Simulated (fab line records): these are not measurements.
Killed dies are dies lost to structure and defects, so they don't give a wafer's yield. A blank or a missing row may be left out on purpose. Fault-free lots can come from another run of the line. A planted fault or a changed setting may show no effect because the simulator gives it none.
fab line records	flow n5Finfet
record lots=7	wafers=21
route steps=1938 shown GATE_CUT@469 MOL_CONTACT_COAG@537 BEOL_M0_SAQP@652 BEOL_M1@751
startH: hours from the record's opening day to when the first of the lot's shown wafers began	waitH: time in hours since the lot's previous step	" identical to the entry in the row above	L1.1+2: a row that stands for several wafers	- no value, or no start given	* or withheld: withheld	< > ~ a bound
route shown NAME@n: names a module that has steps shown in the file, with the first one's number in the route	usual: the fault-free wafers' mean and standard deviation	same: alike in all rows	chamber/n: place in a boat	sites: the reading at each site	_std_site: standard deviation of those values	_edge_site: inner sites' mean taken away from outer sites' mean	radiusMm: how far each site lies from the wafer's centre	mask NAME#n: copy n	behind: the tool/chamber that last shaped the wafer	hold: why the lot went on hold/how many hours it stayed there/how the hold came to an end	device: names the non-switching transistor (n, p or np)	end of line: tests of these same wafers at the route's end	a step given without rows: its recipe and nothing more	killed: dies that structure and defects cost at the first sort, which is not the same as the wafer's yield	map: a wafer's dies, x killed, . not, _ none there
set.NAME: the setting as run; set.NAME@STEP: as run at that earlier step	model.NAME: the simulator's own value behind a step, which no gauge read
lots whose settings were changed on purpose; a table a step, a row a wafer
## steps
# step N5_GATE_CUT_ETCH_58
# recipe chemistry=CH3F/O2	target=SiNx	targetDepthA=170	timeS=128.6	ionEnergyEv=50	pressureMtorr=30	sourceW=415	biasW=21	Ar_flow_sccm=150	CH3F_flow_sccm=30	O2_flow_sccm=20
# usual rfVppV=99.2/1
lot.wafer	tool	chamber	startH	waitH	set.biasW	rfVppV	model.etch.depthNm
L075.3	rieDiel-05	1	83.71	0.0	18.21	90.4	16.03
L075.4	"	3	"	"	21	98.7	16.58
L075.5	"	0	"	"	21	101.1	16.79
L077.1	rieDiel-05	2	95.73	0.1	21	98.6	16.84
L077.3	"	3	"	"	21	99.9	16.68
L077.6	"	2	"	"	21	99.1	16.73
L084.2	rieDiel-06	0	144.16	0.0	21	98.5	16.98
L084.5	"	2	"	"	21	98.7	16.76
L084.6	"	3	"	"	21	99.6	16.61
L086.1	rieDiel-05	1	151.36	0.3	22.44	102.4	17.64
L086.4	"	0	"	"	22.44	103.7	17.6
L086.6	"	0	"	"	21	99.0	17.05
L087.3	rieDiel-06	3	159.20	0.1	17.78	89.4	15.56
L087.4	"	1	"	"	21	99.7	16.87
L087.6	"	0	"	"	17.78	88.1	15.75
L091.1	rieDiel-02	1	183.01	0.0	24.51	111.1	18.07
L091.3	"	2	"	"	21	100.5	16.61
L091.4	"	0	"	"	24.51	108.9	18.13
L097.4	rieDiel-05	0	220.20	0.1	21	99.5	16.8
L097.5	"	3	"	"	21	99.2	16.56
L097.6	"	0	"	"	19.96	94.9	16.45
# step N5_GATE_CUT_COAT_27
# recipe resist=underlayer	tempC=205	timeS=60	spinRpm=1500	resistThkNm=10
lot.wafer	tool	chamber	startH	waitH	set.spinRpm	model.underlayer_of_GATE_CUT_COAT_27.thkNm
L075.3+4+5	lithoTrack-03	0	-	-	1500	10
L077.1+3+6	lithoTrack-04	0	-	-	1500	10
L084.2+5+6	lithoTrack-03	0	-	-	1500	10
L086.1+4+6	lithoTrack-05	0	-	-	1500	10
L087.3	lithoTrack-04	0	-	-	1362	10.4
L087.4	"	0	"	"	1362	10.6
L087.6	"	0	"	"	1500	10
L091.1+4	lithoTrack-03	0	-	-	1656	9.6
L091.3	"	0	"	"	1500	10
L097.4+6	lithoTrack-04	0	-	-	1579	9.8
L097.5	"	0	"	"	1500	10
# step N5_GATE_CUT_COAT_07
# recipe resist=CAR-EUV	spinRpm=1500	resistThkNm=30
# step N5_GATE_CUT_EBR_09
# recipe solvent=PGMEA	ebrWidthMm=1.5
# step N5_GATE_CUT_DESCUM_18
# recipe chemistry=O2	timeS=7	sourcePowerW=50	biasPowerW=20	pressureMtorr=20	rfFrequencyHz=2.712e+07	tempC=40	resist=CAR-EUV	o2FlowSccm=225
# step N5_GATE_CUT_ETCH_28
# recipe chemistry=N2/H2	target=underlayer	targetDepthA=130	maskMaterial=CAR-EUV	timeS=10.4	ionEnergyEv=200	pressureMtorr=30	sourceW=840	biasW=150	n2FlowSccm=200	h2FlowSccm=200	ends=cleared
lot.wafer	tool	chamber	startH	waitH	set.spinRpm@GATE_CUT_COAT_27	model.CAR-EUV_of_GATE_CUT_COAT_07.thkNm	model.etch.depthNm
L075.3	rieDiel-05	3	87.17	0.0	1500	14.6	9.985
L075.4	"	1	"	"	1500	14.6	10.02
L075.5	"	3	"	"	1500	14.6	9.96
L077.1	rieDiel-06	2	99.51	0.0	1500	14.6	9.992
L077.3	"	0	"	"	1500	14.6	10.01
L077.6	"	3	"	"	1500	14.6	9.97
L084.2	rieDiel-06	1	147.82	0.0	1500	14.6	10.02
L084.5	"	0	"	"	1500	14.6	10.03
L084.6	"	3	"	"	1500	14.6	10.01
L086.1	rieDiel-05	3	155.49	0.0	1500	14.6	9.977
L086.4	"	1	"	"	1500	14.6	10
L086.6	"	1	"	"	1500	14.6	9.984
L087.3	rieDiel-02	2	162.61	0.0	1362	14	10.5
L087.4	"	0	"	"	1362	14	10.53
L087.6	"	2	"	"	1500	14.6	10.04
L091.1	rieDiel-02	0	186.70	0.0	1656	15.2	9.535
L091.3	"	3	"	"	1500	14.8	10.01
L091.4	"	1	"	"	1656	15.4	9.553
L097.4	rieDiel-06	0	224.17	0.0	1579	15	9.778
L097.5	"	1	"	"	1500	14.8	10.01
L097.6	"	3	"	"	1579	15	9.779
# step N5_GATE_CUT_ETCH_36
# recipe chemistry=CF4	target=SiARC	targetDepthA=130	maskMaterial=CAR-EUV	timeS=21.7	ionEnergyEv=80	pressureMtorr=40	sourceW=545	biasW=36	Ar_flow_sccm=100	cf4FlowSccm=100	ends=cleared
lot.wafer	tool	chamber	startH	waitH	set.spinRpm@GATE_CUT_COAT_27	model.CAR-EUV_of_GATE_CUT_COAT_07.thkNm
L075.3+4+5	rieDiel-05	3,1,3	87.19	0.0	1500	7
L077.1+3+6	rieDiel-06	2,0,3	99.53	0.0	1500	7
L084.2+5+6	rieDiel-06	1,0,3	147.84	0.0	1500	7
L086.1+4+6	rieDiel-05	3,1,1	155.51	0.0	1500	7
L087.3+4	rieDiel-02	2,0	162.63	0.0	1362	6.2
L087.6	"	2	"	"	1500	6.8
L091.1+4	rieDiel-02	0,1	186.72	0.0	1656	7.6
L091.3	"	3	"	"	1500	7
L097.4	rieDiel-06	0	224.19	0.0	1579	7.4
L097.5	"	1	"	"	1500	7
L097.6	"	3	"	"	1579	7.2
# step N5_MOL_CONTACT_COAG_ETCH_15
# recipe chemistry=CH3F/O2	target=SiNx	targetDepthA=70	maskMaterial=SOC	stopOn=Si:P	overEtchFrac=0.75	ionEnergyEv=120	pressureMtorr=30	sourceW=395	biasW=73	Ar_flow_sccm=150	CH3F_flow_sccm=30	O2_flow_sccm=20
# usual rfVppV=299.1/2.6
lot.wafer	tool	chamber	startH	waitH	set.sourceW	rfVppV
L075.3	rieDiel-01	3	91.55	0.0	395	299.1
L075.4	"	2	"	"	395	298.6
L075.5	"	2	"	"	395	302.6
L077.1	rieDiel-04	1	104.01	0.0	395	298.6
L077.3	"	2	"	"	395	296.9
L077.6	"	3	"	"	464.9	277.6
L084.2	rieDiel-04	2	152.02	0.0	395	296.7
L084.5	"	1	"	"	395	297.9
L084.6	"	2	"	"	395	295.5
L086.1	rieDiel-03	3	159.75	0.0	340	317.3
L086.4	"	0	"	"	395	297.9
L086.6	"	3	"	"	395	295.7
L087.3	rieDiel-01	2	166.67	0.0	395	299.4
L087.4	"	0	"	"	395	298.8
L087.6	"	2	"	"	395	298.8
L091.1	rieDiel-03	1	191.59	0.0	395	294.3
L091.3	"	0	"	"	368.3	308.6
L091.4	"	3	"	"	395	296.4
L097.4	rieDiel-01	1	228.13	0.0	395	301.1
L097.5	"	1	"	"	327.3	329.9
L097.6	"	0	"	"	395	298.8
# step N5_MOL_CONTACT_COAG_ETCH_110
# recipe chemistry=CF4/O2	target=Si	targetDepthA=25	timeS=8	pressureMtorr=100	sourceW=200	biasW=12	ionEnergyEv=60	Ar_flow_sccm=100	cf4FlowSccm=100	O2_flow_sccm=10
# usual rfVppV=128.2/1.3
lot.wafer	tool	chamber	startH	waitH	set.biasW	rfVppV
L075.3	rieDiel-01	3	91.61	0.0	14.07	145.8
L075.4	"	2	"	"	12	128.7
L075.5	"	2	"	"	12	128.8
L077.1	rieDiel-04	1	104.07	0.0	12	128.4
L077.3	"	2	"	"	13.67	143.3
L077.6	"	3	"	"	13.67	142.8
L084.2	rieDiel-04	2	152.08	0.0	12	127.3
L084.5	"	1	"	"	12	127.8
L084.6	"	2	"	"	12	126.8
L086.1	rieDiel-03	3	159.81	0.0	12	128.1
L086.4	"	0	"	"	11.32	120.9
L086.6	"	3	"	"	12	127.8
L087.3	rieDiel-01	2	166.73	0.0	11.3	123.7
L087.4	"	0	"	"	11.3	121.2
L087.6	"	2	"	"	12	129.6
L091.1	rieDiel-03	1	191.65	0.0	12	127.6
L091.3	"	0	"	"	12	126.7
L091.4	"	3	"	"	12	126.9
L097.4	rieDiel-01	1	228.19	0.0	12	130.2
L097.5	"	1	"	"	12.72	136.8
L097.6	"	0	"	"	12	126.9
# step N5_MOL_CONTACT_COAG_COAT_34
# recipe resist=CAR-EUV	spinRpm=1500	resistThkNm=40
lot.wafer	tool	chamber	startH	waitH	set.spinRpm	model.CAR-EUV_of_MOL_CONTACT_COAG_COAT_34.thkNm
L075.3+4	lithoTrack-02	0	-	-	1500	40
L075.5	"	0	"	"	1599	38.8
L077.1+6	lithoTrack-01	0	-	-	1616	38.4
L077.3	"	0	"	"	1500	39.8
L084.2+5+6	lithoTrack-03	0	-	-	1500	40
L086.1+4	lithoTrack-03	0	-	-	1452	40.6
L086.6	"	0	"	"	1452	40.8
L087.3	lithoTrack-01	0	-	-	1338	42.4
L087.4	"	0	"	"	1500	40.2
L087.6	"	0	"	"	1338	42.2
L091.1	lithoTrack-01	0	-	-	1652	38.2
L091.3+4	"	0	"	"	1500	40
L097.4+6	lithoTrack-02	0	-	-	1500	40.2
L097.5	"	0	"	"	1500	40
# step N5_MOL_CONTACT_COAG_EXPOSE_37
# recipe maskId=VD	na=0.33	sourceShape=annular	sigmaInner=0.3	sigmaOuter=0.7	polarization=unpolarized	defocusNm=0	doseMj=62
lot.wafer	tool	chamber	startH	waitH	mask	set.doseMj
L075.3+4+5	euvScanner-01	0	102.62	-	VD#0	62
L077.1+3	euvScanner-01	0	118.34	-	VD#0	62
L077.6	"	0	"	"	VD#0	63.61
L084.2+5+6	euvScanner-02	0	163.99	-	VD#0	62
L086.1+4	euvScanner-02	0	172.30	-	VD#0	58.85
L086.6	"	0	"	"	VD#0	62
L087.3+4	euvScanner-01	0	178.02	-	VD#0	62
L087.6	"	0	"	"	VD#0	57.99
L091.1+3+4	euvScanner-02	0	202.90	-	VD#0	62
L097.4+5+6	euvScanner-01	0	239.44	-	VD#0	62
# step N5_MOL_CONTACT_COAG_PEB_38
# recipe pebTempC=100	pebTimeS=60	resist=CAR-EUV
# step N5_MOL_CONTACT_COAG_DEVELOP_39
# recipe developTimeS=30	developer=TMAH	resist=CAR-EUV	rinseLiquid=surfactantRinse	dry=airSpin	devTempC=23
lot.wafer	tool	chamber	startH	waitH	set.spinRpm@MOL_CONTACT_COAG_COAT_34	model.CAR-EUV_of_MOL_CONTACT_COAG_COAT_34.thkNm
L075.3	lithoTrack-02	0	-	-	1500	39.6
L075.4	"	0	"	"	1500	39.4
L075.5	"	0	"	"	1599	38.4
L077.1+6	lithoTrack-03	0	-	-	1616	38
L077.3	"	0	"	"	1500	39.4
L084.2+5+6	lithoTrack-02	0	-	-	1500	39.4
L086.1+4	lithoTrack-02	0	-	-	1452	40.2
L086.6	"	0	"	"	1452	40.4
L087.3	lithoTrack-02	0	-	-	1338	42
L087.4	"	0	"	"	1500	39.6
L087.6	"	0	"	"	1338	41.8
L091.1	lithoTrack-03	0	-	-	1652	37.8
L091.3+4	"	0	"	"	1500	39.6
L097.4+6	lithoTrack-02	0	-	-	1500	39.8
L097.5	"	0	"	"	1500	39.6
# step N5_BEOL_M0_SAQP_DESCUM_19
# recipe chemistry=O2	timeS=7.9	sourcePowerW=50	biasPowerW=20	pressureMtorr=20	rfFrequencyHz=2.712e+07	tempC=40	resist=CAR-ArF	o2FlowSccm=225
lot.wafer	tool	chamber	startH	waitH	set.timeS	model.CAR-ArF_of_BEOL_M0_SAQP_COAT_08.thkNm
L075.3+4	rieDiel-02	2,3	111.87	0.4	6.185	84.6
L075.5	"	0	"	"	7.9	83.4
L077.1	rieDiel-05	1	127.68	0.0	6.583	84.6
L077.3+6	"	3,1	"	"	7.9	83.8
L084.2+5+6	rieDiel-05	3,1,0	171.03	0.1	7.9	83.2
L086.1	rieDiel-06	1	179.25	0.2	7.9	83.4
L086.4	"	2	"	"	7.9	83.6
L086.6	"	3	"	"	7.359	83.8
L087.3	rieDiel-06	2	186.44	0.4	7.9	83.2
L087.4	"	3	"	"	8.473	83
L087.6	"	1	"	"	8.473	83.2
L091.1	rieDiel-06	2	211.09	0.1	8.77	83.2
L091.3	"	1	"	"	7.9	83.4
L091.4	"	3	"	"	7.9	84
L097.4	rieDiel-02	2	247.11	0.0	8.658	83
L097.5	"	1	"	"	7.9	83.4
L097.6	"	2	"	"	7.9	82.8
# step N5_BEOL_M1_ILD_DEP_00
# recipe material=SiOC	targetThkA=790	tempC=350	precursor=DEMS/O2	pressureTorr=5	rfW=500	timeS=15.3
lot.wafer	tool	chamber	startH	waitH	set.timeS	model.SiOC_of_BEOL_M1_ILD_DEP_00.thkNm
L075.3	pecvd-04	1	127.98	0.0	13.17	67.8
L075.4	"	1	"	"	15.3	79.2
L075.5	"	0	"	"	13.17	68
L077.1	pecvd-01	1	139.09	0.0	15.3	78.8
L077.3	"	2	"	"	15.3	78.2
L077.6	"	0	"	"	14.07	72.6
L084.2	pecvd-04	1	183.05	0.0	15.3	77.8
L084.5	"	0	"	"	15.3	79.4
L084.6	"	2	"	"	15.3	80.2
L086.1	pecvd-01	2	193.79	0.0	15.3	78
L086.4	"	2	"	"	15.3	78.6
L086.6	"	0	"	"	15.3	79.2
L087.3	pecvd-01	0	199.56	0.0	15.3	76.8
L087.4+6	"	1,2	"	"	13.62	71.4
L091.1	pecvd-03	0	222.57	0.0	13.61	71
L091.3	"	2	"	"	15.3	78.4
L091.4	"	1	"	"	13.61	70.6
L097.4	pecvd-04	2	258.66	0.1	13.58	71
L097.5	"	1	"	"	15.3	78.2
L097.6	"	0	"	"	15.3	79
# step N5_BEOL_M1_THK_MEAS_01
# recipe reads=SiOC_of_BEOL_M1_ILD_DEP_00
# usual M1_ILD_THK=78.8/0.9
lot.wafer	tool	chamber	startH	waitH	set.timeS@BEOL_M1_ILD_DEP_00	M1_ILD_THK[nm]
L075.3	filmMetro-01	-	128.05	0.1	13.17	67.8
L075.4	"	-	"	"	15.3	79.2
L075.5	"	-	"	"	13.17	68.0
L077.1	filmMetro-02	-	139.15	0.0	15.3	78.8
L077.3	"	-	"	"	15.3	78.3
L077.6	"	-	"	"	14.07	72.6
L084.2	filmMetro-02	-	183.11	0.1	15.3	77.8
L084.5	"	-	"	"	15.3	79.3
L084.6	"	-	"	"	15.3	80.2
L086.1	filmMetro-01	-	193.86	0.0	15.3	78.0
L086.4	"	-	"	"	15.3	78.6
L086.6	"	-	"	"	15.3	79.2
L087.3	filmMetro-01	-	199.63	0.1	15.3	76.8
L087.4	"	-	"	"	13.62	71.3
L087.6	"	-	"	"	13.62	71.3
L091.1	filmMetro-01	-	222.64	0.0	13.61	70.9
L091.3	"	-	"	"	15.3	78.3
L091.4	"	-	"	"	13.61	70.7
L097.4	filmMetro-02	-	258.71	0.0	13.58	71.0
L097.5	"	-	"	"	15.3	78.2
L097.6	"	-	"	"	15.3	78.9
# step N5_BEOL_M1_COAT_05
# recipe resist=CAR-EUV	spinRpm=1500	resistThkNm=30
lot.wafer	tool	chamber	startH	waitH	set.spinRpm	model.CAR-EUV_of_BEOL_M1_COAT_05.thkNm
L075.3	lithoTrack-01	0	-	-	1500	30
L075.4+5	"	0	"	"	1446	30.6
L077.1	lithoTrack-02	0	-	-	1500	30.2
L077.3+6	"	0	"	"	1500	30
L084.2+5+6	lithoTrack-04	0	-	-	1500	29.8
L086.1+4+6	lithoTrack-01	0	-	-	1500	29.8
L087.3+6	lithoTrack-04	0	-	-	1568	29.4
L087.4	"	0	"	"	1500	30
L091.1	lithoTrack-04	0	-	-	1500	29.8
L091.3	"	0	"	"	1500	30
L091.4	"	0	"	"	1383	31.2
L097.4+5	lithoTrack-04	0	-	-	1344	31.6
L097.6	"	0	"	"	1500	30
# step N5_BEOL_M1_EBR_07
# recipe solvent=PGMEA	ebrWidthMm=1.5
# step N5_BEOL_M1_SOFTBAKE_06
# recipe tempC=110	timeS=60	resist=CAR-EUV
# step N5_BEOL_M1_DESCUM_16
# recipe chemistry=O2	timeS=7	sourcePowerW=50	biasPowerW=20	pressureMtorr=20	rfFrequencyHz=2.712e+07	tempC=40	resist=CAR-EUV	o2FlowSccm=225
# step N5_BEOL_M1_ETCH_74
# recipe chemistry=N2/H2	target=underlayer	targetDepthA=65	maskMaterial=CAR-EUV	timeS=5.2	ionEnergyEv=200	pressureMtorr=30	sourceW=840	biasW=150	n2FlowSccm=200	h2FlowSccm=200	ends=cleared
lot.wafer	tool	chamber	startH	waitH	set.spinRpm@BEOL_M1_COAT_05	model.CAR-EUV_of_BEOL_M1_COAT_05.thkNm
L075.3	rieDiel-02	2	129.20	0.0	1500	20.2
L075.4+5	"	1,3	"	"	1446	21
L077.1+3+6	rieDiel-02	2,0,1	142.83	0.0	1500	20.4
L084.2+5+6	rieDiel-06	1,0,3	185.47	0.0	1500	20.2
L086.1+4+6	rieDiel-05	3,1,1	195.16	0.0	1500	20.2
L087.3+6	rieDiel-05	1,2	201.51	0.0	1568	19.8
L087.4	"	3	"	"	1500	20.4
L091.1+3	rieDiel-05	3,0	224.76	0.0	1500	20.2
L091.4	"	1	"	"	1383	21.4
L097.4+5	rieDiel-02	0,1	261.29	0.0	1344	22
L097.6	"	0	"	"	1500	20.2
# step N5_BEOL_M1_COAT_67
# recipe resist=SOC	tempC=250	timeS=60	spinRpm=1500	resistThkNm=60
lot.wafer	tool	chamber	startH	waitH	set.spinRpm	model.SOC_of_BEOL_M1_COAT_67.thkNm
L075.3+4	lithoTrack-01	0	129.64	0.0	1551	59
L075.5	"	0	"	"	1500	60
L077.1	lithoTrack-02	0	143.26	0.0	1500	60
L077.3+6	"	0	"	"	1500	60.2
L084.2	lithoTrack-04	0	185.97	0.0	1500	60
L084.5+6	"	0	"	"	1500	60.2
L086.1	lithoTrack-02	0	195.59	0.0	1500	60
L086.4+6	"	0	"	"	1656	57
L087.3+6	lithoTrack-04	0	202.13	0.0	1500	60
L087.4	"	0	"	"	1638	57.6
L091.1	lithoTrack-02	0	225.36	0.0	1500	60
L091.3+4	"	0	"	"	1500	60.2
L097.4+6	lithoTrack-02	0	261.72	0.0	1553	59.4
L097.5	"	0	"	"	1553	59.2
## key
split step=N5_GATE_CUT_ETCH_58	setting=biasW	stated=21	by=wafer
response step=N5_GATE_CUT_ETCH_58	reading=rfVppV	change=+0.661	per=1%	r=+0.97
response step=N5_GATE_CUT_ETCH_58	reading=model.etch.depthNm	change=+0.0751	per=1%	r=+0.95
split step=N5_GATE_CUT_COAT_27	setting=spinRpm	stated=1500	by=wafer
response step=N5_GATE_CUT_COAT_27	reading=model.underlayer_of_GATE_CUT_COAT_27.thkNm	change=-0.0445	per=1%	r=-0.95
response step=N5_GATE_CUT_ETCH_28	reading=model.CAR-EUV_of_GATE_CUT_COAT_07.thkNm	change=+0.0534	per=1%	r=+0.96
response step=N5_GATE_CUT_ETCH_28	reading=model.etch.depthNm	change=-0.047	per=1%	r=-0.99
response step=N5_GATE_CUT_ETCH_36	reading=model.CAR-EUV_of_GATE_CUT_COAT_07.thkNm	change=+0.0605	per=1%	r=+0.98
split step=N5_MOL_CONTACT_COAG_ETCH_15	setting=sourceW	stated=395	by=wafer
response step=N5_MOL_CONTACT_COAG_ETCH_15	reading=rfVppV	change=-1.47	per=1%	r=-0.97
split step=N5_MOL_CONTACT_COAG_ETCH_110	setting=biasW	stated=12	by=wafer
response step=N5_MOL_CONTACT_COAG_ETCH_110	reading=rfVppV	change=+1.06	per=1%	r=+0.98
split step=N5_MOL_CONTACT_COAG_COAT_34	setting=spinRpm	stated=1500	by=wafer
response step=N5_MOL_CONTACT_COAG_COAT_34	reading=model.CAR-EUV_of_MOL_CONTACT_COAG_COAT_34.thkNm	change=-0.185	per=1%	r=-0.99
response step=N5_MOL_CONTACT_COAG_DEVELOP_39	reading=model.CAR-EUV_of_MOL_CONTACT_COAG_COAT_34.thkNm	change=-0.19	per=1%	r=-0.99
split step=N5_MOL_CONTACT_COAG_EXPOSE_37	setting=doseMj	stated=62	by=wafer
response none clear
split step=N5_BEOL_M0_SAQP_DESCUM_19	setting=timeS	stated=7.9	by=wafer
response step=N5_BEOL_M0_SAQP_DESCUM_19	reading=model.CAR-ArF_of_BEOL_M0_SAQP_COAT_08.thkNm	change=-0.0458	per=1%	r=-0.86
split step=N5_BEOL_M1_ILD_DEP_00	setting=timeS	stated=15.3	by=wafer
response step=N5_BEOL_M1_ILD_DEP_00	reading=model.SiOC_of_BEOL_M1_ILD_DEP_00.thkNm	change=+0.691	per=1%	r=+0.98
response step=N5_BEOL_M1_THK_MEAS_01	reading=M1_ILD_THK	change=+0.687	per=1%	r=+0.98
split step=N5_BEOL_M1_COAT_05	setting=spinRpm	stated=1500	by=wafer
response step=N5_BEOL_M1_COAT_05	reading=model.CAR-EUV_of_BEOL_M1_COAT_05.thkNm	change=-0.156	per=1%	r=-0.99
response step=N5_BEOL_M1_ETCH_74	reading=model.CAR-EUV_of_BEOL_M1_COAT_05.thkNm	change=-0.166	per=1%	r=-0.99
split step=N5_BEOL_M1_COAT_67	setting=spinRpm	stated=1500	by=wafer
response step=N5_BEOL_M1_COAT_67	reading=model.SOC_of_BEOL_M1_COAT_67.thkNm	change=-0.277	per=1%	r=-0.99
